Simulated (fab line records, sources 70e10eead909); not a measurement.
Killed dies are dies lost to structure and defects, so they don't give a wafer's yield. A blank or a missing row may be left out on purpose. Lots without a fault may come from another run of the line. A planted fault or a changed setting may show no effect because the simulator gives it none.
fab line records | flow nand_harc
record lots=13 wafers=39 last_day=33
route steps=1302 shown A_M0@1163 A_M1@1177
lots that met no fault: from a run of the same line without faults
start_h: hours from the record's first day to the start of the lot's first wafer shown | wait_h: hours since the lot's step before | " the same as in the row above | L1.1+2: a row that stands for several wafers | - no value, or no start given | * or withheld: withheld | < > ~ a bound
route shown NAME@n: a module of which the file shows steps, and the number in the route of the first | usual: mean/standard deviation of fault-free wafers | same: alike in all rows | chamber/n: place in a boat | sites: the reading at each site | _std_site: their standard deviation | _edge_site: outer sites' mean less inner sites' | radius_mm: how far each site lies from the wafer's centre | mask NAME#n: copy n | behind: the tool/chamber that last shaped the wafer | hold: why the lot was held/for how many hours/how that ended | device: the transistor (n, p or np) that didn't switch | end of line: the same wafers' tests at the end of the route | a step without rows: its recipe alone | killed: dies lost to structure and defects at the first sort, not the wafer's yield | map: a wafer's dies, x killed, . not, _ none there
set.NAME: the setting as run; set.NAME@STEP: as run at that earlier step | model.NAME: the simulator's own value behind a step, which no gauge read
steps of the route over a sample of lots; a table a step, a row a wafer
services: from which hour (start_h, from the record's first day; less than 0 if before it) a tool's chamber was out of use, for how many hours, and why
## steps
# step NHARC_A_M0_THK_MEAS_24
# recipe thk_meas_gauge=xrf
# usual thk_nm=113.6/1.7
# columns lot.wafer tool chamber start_h wait_h thk_nm
L418.1 film_metro-02 - 534.14 - 115.9
L418.2 " - " " 112.2
L418.5 " - " " 112.6
L419.2 film_metro-01 - 542.87 - 114.0
L419.5 " - " " 113.8
L419.6 " - " " 114.1
L421.1 film_metro-02 - 545.64 - 113.3
L421.5 " - " " 111.0
L421.6 " - " " 115.9
L420.2 film_metro-02 - 553.30 - 115.2
L420.3 " - " " 114.7
L420.5 " - " " 113.6
L423.2 film_metro-01 - 588.46 - 115.1
L423.3 " - " " 113.1
L423.5 " - " " 114.5
L424.2 film_metro-02 - 592.18 - 114.3
L424.3 " - " " 114.4
L424.4 " - " " 111.7
L425.1 film_metro-02 - 625.00 - 114.1
L425.2 " - " " 112.0
L425.4 " - " " 112.6
L428.2 film_metro-01 - 643.28 - 110.4
L428.3 " - " " 114.5
L428.6 " - " " 114.8
L429.1 film_metro-01 - 644.97 - 115.8
L429.2 " - " " 116.2
L429.5 " - " " 114.0
L430.1 film_metro-02 - 656.85 - 113.9
L430.3 " - " " 113.5
L430.6 " - " " 112.9
L434.2 film_metro-01 - 713.90 - 110.8
L434.4 " - " " 112.9
L434.6 " - " " 115.8
L437.1 film_metro-01 - 729.40 - 112.9
L437.4 " - " " 109.0
L437.5 " - " " 112.2
L439.1 film_metro-02 - 752.81 - 110.8
L439.3 " - " " 111.5
L439.4 " - " " 112.0
# step NHARC_A_M0_DEP_32
# recipe target_thk_a=300 temp_c=370 target_thk_nm=30 pressure_torr=3 flow_sccm=200 rf_w=450 material=SiCN
# usual heater_power_w=617/83
# columns lot.wafer tool chamber start_h wait_h heater_power_w
L418.1 pecvd-04 1 534.45 0.1 606
L418.2 " 0 " " 656
L418.5 " 2 " " 636
L419.2 pecvd-02 0 543.18 0.1 704
L419.6 " 0 " " 720
L419.5 " 1 " " 594
L421.1 pecvd-02 1 545.94 0.1 676
L421.6 " 1 " " 652
L421.5 " 0 " " 633
L420.3 pecvd-02 0 553.64 0.1 707
L420.2 " 1 " " 666
L420.5 " 1 " " 666
L423.3 pecvd-04 0 588.76 0.1 710
L423.2 " 1 " " 711
L423.5 " 0 " " 720
L424.2 pecvd-04 1 592.49 0.1 742
L424.3 " 2 " " 596
L424.4 " 2 " " 597
L425.2 pecvd-03 2 625.35 0.1 489
L425.1 " 0 " " 509
L425.4 " 2 " " 481
L428.2 pecvd-03 2 643.59 0.1 429
L428.3 " 1 " " 561
L428.6 " 1 " " 574
L429.1 pecvd-04 1 645.28 0.1 689
L429.2 " 0 " " 590
L429.5 " 0 " " 595
L430.1 pecvd-04 0 657.16 0.1 575
L430.3 " 2 " " 652
L430.6 " 1 " " 670
L434.2 pecvd-03 1 714.25 0.1 651
L434.4 " 1 " " 660
L434.6 " 2 " " 478
L437.1 pecvd-04 0 729.85 0.1 632
L437.5 " 2 " " 667
L437.4 " 0 " " 623
L439.3 pecvd-04 1 753.21 0.1 612
L439.1 " 0 " " 592
L439.4 " 1 " " 606
# step NHARC_A_M1_PEB_07
# recipe peb_temp_c=100 peb_time_s=65
# usual heater_power_total_W=156.6/0.42 plate_temp_C=100.01/0.12
# columns lot.wafer tool chamber start_h wait_h heater_power_total_W plate_temp_C
L418.1 litho_track-04 0 535.62 0.1 157.1 99.96
L418.2 " 0 " " 156.7 100.02
L418.5 " 0 " " 156.0 99.94
L419.2 litho_track-04 0 544.35 0.1 157.2 100.07
L419.5 " 0 " " 156.8 100.03
L419.6 " 0 " " 157.2 99.93
L421.1 litho_track-04 0 547.11 0.1 157.2 100.03
L421.5 " 0 " " 156.9 100.13
L421.6 " 0 " " 156.5 99.96
L420.2 litho_track-01 0 554.77 0.1 157.1 99.98
L420.3 " 0 " " 157.2 99.99
L420.5 " 0 " " 156.5 100.25
L423.2 litho_track-01 0 589.91 0.1 157.0 100.09
L423.3 " 0 " " 156.7 100.06
L423.5 " 0 " " 156.0 100.01
L424.2 litho_track-01 0 593.64 0.1 156.0 100.06
L424.3 " 0 " " 156.4 99.92
L424.4 " 0 " " 156.6 100.03
L425.1 litho_track-01 0 626.48 0.1 156.2 100.08
L425.2 " 0 " " 155.9 99.81
L425.4 " 0 " " 156.8 99.95
L428.2 litho_track-01 0 644.76 0.1 157.0 99.90
L428.3 " 0 " " 156.7 100.07
L428.6 " 0 " " 157.1 99.80
L429.1 litho_track-04 0 646.32 0.1 157.1 100.24
L429.2 " 0 " " 156.2 100.04
L429.5 " 0 " " 157.1 100.13
L430.1 litho_track-01 0 658.32 0.1 156.0 99.95
L430.3 " 0 " " 156.6 100.10
L430.6 " 0 " " 156.7 99.90
L434.2 litho_track-04 0 715.26 0.1 156.3 99.97
L434.4 " 0 " " 156.1 99.97
L434.6 " 0 " " 156.4 100.00
L437.1 litho_track-01 0 730.81 0.1 171.7 107.08
L437.4 " 0 " " 172.4 107.22
L437.5 " 0 " " 172.2 107.13
L439.1 litho_track-01 0 754.36 0.1 172.1 107.19
L439.3 " 0 " " 172.1 107.18
L439.4 " 0 " " 171.7 107.13
# step NHARC_A_M1_CD_MEAS_09
# recipe target_cd_nm=120 landing_energy_ev=500
# usual cd_nm=120.0/0.81
# columns lot.wafer tool chamber start_h wait_h cd_nm
L418.1 cd_sem-01 0 535.70 - 120.5
L418.2 " 0 " " 119.4
L418.5 " 0 " " 119.3
L419.2 cd_sem-02 0 544.43 - 119.2
L419.5 " 0 " " 119.5
L419.6 " 0 " " 119.4
L421.1 cd_sem-03 0 547.19 - 118.8
L421.5 " 0 " " 118.0
L421.6 " 0 " " 119.5
L420.2 cd_sem-03 0 554.85 - 119.9
L420.3 " 0 " " 120.8
L420.5 " 0 " " 119.9
L423.2 cd_sem-01 0 590.00 - 119.4
L423.3 " 0 " " 119.6
L423.5 " 0 " " 120.7
L424.2 cd_sem-01 0 593.72 - 121.8
L424.3 " 0 " " 120.9
L424.4 " 0 " " 120.8
L425.1 cd_sem-01 0 626.55 - 120.3
L425.2 " 0 " " 120.4
L425.4 " 0 " " 121.0
L428.2 cd_sem-03 0 644.84 - 121.0
L428.3 " 0 " " 120.5
L428.6 " 0 " " 120.6
L429.1 cd_sem-01 0 646.40 - 119.8
L429.2 " 0 " " 119.6
L429.5 " 0 " " 119.9
L430.1 cd_sem-03 0 658.40 - 120.0
L430.3 " 0 " " 120.0
L430.6 " 0 " " 119.5
L434.2 cd_sem-01 0 715.34 - 119.2
L434.4 " 0 " " 120.4
L434.6 " 0 " " 118.7
L437.1 cd_sem-03 0 730.88 - 142.0
L437.4 " 0 " " 142.6
L437.5 " 0 " " 141.8
L439.1 cd_sem-02 0 754.44 - 140.9
L439.3 " 0 " " 142.5
L439.4 " 0 " " 141.7
# step NHARC_A_M1_DEGAS_29
# recipe temp_c=250 time_s=60
# usual heater_power_w=322/28
# columns lot.wafer tool chamber start_h wait_h heater_power_w
L418.2 pvd_sputter-03 - 537.01 - 355
L418.1 " - " " 324
L418.5 " - " " 362
L419.2 pvd_sputter-02 - 545.64 - 338
L419.5 " - " " 272
L419.6 " - " " 333
L421.1 pvd_sputter-02 - 548.39 - 265
L421.5 " - " " 269
L421.6 " - " " 337
L420.2 pvd_sputter-02 - 556.06 - 336
L420.3 " - " " 326
L420.5 " - " " 337
L423.2 pvd_sputter-02 - 591.24 - 274
L423.3 " - " " 354
L423.5 " - " " 268
L424.2 pvd_sputter-02 - 594.93 - 271
L424.3 " - " " 333
L424.4 " - " " 338
L425.1 pvd_sputter-01 - 627.77 - 356
L425.2 " - " " 345
L425.4 " - " " 344
L428.2 pvd_sputter-01 - 646.06 - 353
L428.3 " - " " 344
L428.6 " - " " 338
L429.2 pvd_sputter-01 - 647.61 - 348
L429.1 " - " " 343
L429.5 " - " " 349
L430.1 pvd_sputter-03 - 659.66 - 359
L430.3 " - " " 294
L430.6 " - " " 354
L434.2 pvd_sputter-03 - 716.69 - 296
L434.4 " - " " 353
L434.6 " - " " 296
L437.4 pvd_sputter-02 - 732.14 - 250
L437.1 " - " " 349
L437.5 " - " " 320
L439.4 pvd_sputter-02 - 756.14 - 357
L439.3 " - " " 314
L439.1 " - " " 256
## services
# columns tool chamber start_h hours kind
pvd_sputter-01 - 519.74 4.8 repair
pvd_sputter-03 - 520.70 3.6 repair
pvd_sputter-03 - 526.02 10.0 pm
pecvd-03 - 545.62 1.8 repair
pecvd-03 - 547.79 13.0 pm
pvd_sputter-03 - 548.06 16.0 repair
litho_track-04 - 553.00 7.0 pm
pvd_sputter-01 - 584.92 10.0 pm
pecvd-02 - 589.01 13.0 pm
pvd_sputter-03 - 595.16 2.0 repair
pecvd-04 - 631.35 13.0 pm
pecvd-04 0 631.35 13.0 vent_cycle
pecvd-04 1 631.35 13.0 vent_cycle
pecvd-04 2 631.35 13.0 vent_cycle
pvd_sputter-02 - 638.00 10.0 pm
pecvd-04 0 644.35 - clean
pecvd-02 2 671.90 5.0 repair
litho_track-01 - 680.00 7.0 pm
pvd_sputter-02 - 692.67 0.5 repair
pvd_sputter-01 - 695.70 0.7 repair
pvd_sputter-03 - 704.02 10.0 pm
pecvd-03 2 716.46 18.6 repair
litho_track-04 - 728.00 7.0 pm
pecvd-03 - 728.79 13.0 pm
## key
first_sign step=NHARC_A_M1_PEB_07 reading=plate_temp_C direction=up sigmas=59 usual=* struck=*
effect step=NHARC_A_M1_PEB_07 reading=heater_power_total_W direction=up sigmas=37 usual=* struck=*
effect step=NHARC_A_M1_CD_MEAS_09 reading=cd_nm direction=up sigmas=27 usual=120.0 struck=141.9
met_at NHARC_A_M1_PEB_07
struck_lots L437,L439
not_acting_at NHARC_A_M0_THK_MEAS_24,NHARC_A_M0_DEP_32,NHARC_A_M1_DEGAS_29
onset_between 658.32 730.81
fault kind=process_parameter_drift tool=litho_track-01 chamber=- onset_h=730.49 steps=NHARC_A_M1_PEB_07 channel=peb_temp_c offset=* shape=step end_h=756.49 acts_in=* stated=*
